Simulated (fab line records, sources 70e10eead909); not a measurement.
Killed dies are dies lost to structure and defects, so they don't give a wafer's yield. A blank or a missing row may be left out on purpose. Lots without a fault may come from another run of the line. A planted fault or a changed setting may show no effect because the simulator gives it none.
Chamber matching | flow nand_harc | NHARC_THIN_TSV_DEP_43 on pecvd-04: 3 sister chambers
The step deposits SiO2, target thk 1328.5 nm. 6 wafers are shown with their chamber, then 7 later ones without.

WAFERS WITH THEIR CHAMBER
wafer  | chamber | throttle_valve_pct (%)
L076.4 | 1       | 15.4
L080.4 | 0       | 15.9
L080.5 | 2       | 16.7
L080.6 | 1       | 15.5
L089.1 | 2       | 16.3
L089.3 | 0       | 15.8

WAFERS WITHOUT THEIR CHAMBER
wafer  | throttle_valve_pct (%)
L089.4 | 15.3
L091.1 | 16.4
L091.3 | 15.7
L091.4 | 16.6
L094.3 | 15.5
L094.4 | 15.7
L094.6 | 16.6

WHICH CHAMBER EACH WENT THROUGH
wafer  | from the rows above     | in truth
L089.4 | 1                       | 1
L091.1 | 2                       | 2
L091.3 | can't be placed: 0 or 1 | 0
L091.4 | 2                       | 2
L094.3 | can't be placed: 1 or 0 | 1
L094.4 | can't be placed: 0 or 1 | 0
L094.6 | 2                       | 2
Placed correctly: 4 of 7. Can't be placed from these rows: 3 (the true chamber is among the candidates in 3). Placed wrongly: 0.
How it was worked out, from the rows above alone: a wafer's distance from a chamber is the root of the sum, over the readings, of the square of ((its reading less the chamber's mean) divided by the reading's scatter). The wafer belongs to the nearest chamber; if the next one is less than 2 further off, it can't be placed. A chamber's mean is the mean of its shown wafers. The scatter: the root of (the sum of the squares of (reading less its chamber's mean) over the shown wafers, divided by (wafers less chambers)).
